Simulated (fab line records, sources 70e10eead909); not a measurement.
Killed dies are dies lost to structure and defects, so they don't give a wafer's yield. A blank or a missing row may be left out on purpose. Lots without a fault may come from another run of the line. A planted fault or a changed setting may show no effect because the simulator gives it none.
Chamber matching | flow nand_harc | NHARC_A_CONTACT_DEP_29 on pecvd-01: 3 sister chambers
The step deposits SiON, target thk 70 nm. 6 wafers are shown with their chamber, then 10 later ones without.

WAFERS WITH THEIR CHAMBER
wafer  | chamber | heater_power_w (W)
L076.6 | 0       | 815
L082.3 | 0       | 679
L087.4 | 2       | 858
L087.6 | 1       | 799
L088.3 | 1       | 734
L088.4 | 2       | 835

WAFERS WITHOUT THEIR CHAMBER
wafer  | heater_power_w (W)
L088.5 | 714
L095.1 | 802
L095.5 | 730
L095.6 | 793
L097.3 | 737
L097.5 | 728
L097.6 | 765
L096.3 | 780
L096.4 | 818
L096.6 | 761

WHICH CHAMBER EACH WENT THROUGH
wafer  | from the rows above          | in truth
L088.5 | can't be placed: 0 or 1 or 2 | 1
L095.1 | can't be placed: 1 or 2 or 0 | 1
L095.5 | can't be placed: 0 or 1 or 2 | 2
L095.6 | can't be placed: 1 or 0 or 2 | 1
L097.3 | can't be placed: 0 or 1 or 2 | 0
L097.5 | can't be placed: 0 or 1 or 2 | 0
L097.6 | can't be placed: 1 or 0 or 2 | 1
L096.3 | can't be placed: 1 or 0 or 2 | 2
L096.4 | can't be placed: 2 or 1 or 0 | 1
L096.6 | can't be placed: 1 or 0 or 2 | 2
Placed correctly: 0 of 10. Can't be placed from these rows: 10 (the true chamber is among the candidates in 10). Placed wrongly: 0.
How it was worked out, from the rows above alone: a wafer's distance from a chamber is the root of the sum, over the readings, of the square of ((its reading less the chamber's mean) divided by the reading's scatter). The wafer belongs to the nearest chamber; if the next one is less than 2 further off, it can't be placed. A chamber's mean is the mean of its shown wafers. The scatter: the root of (the sum of the squares of (reading less its chamber's mean) over the shown wafers, divided by (wafers less chambers)).
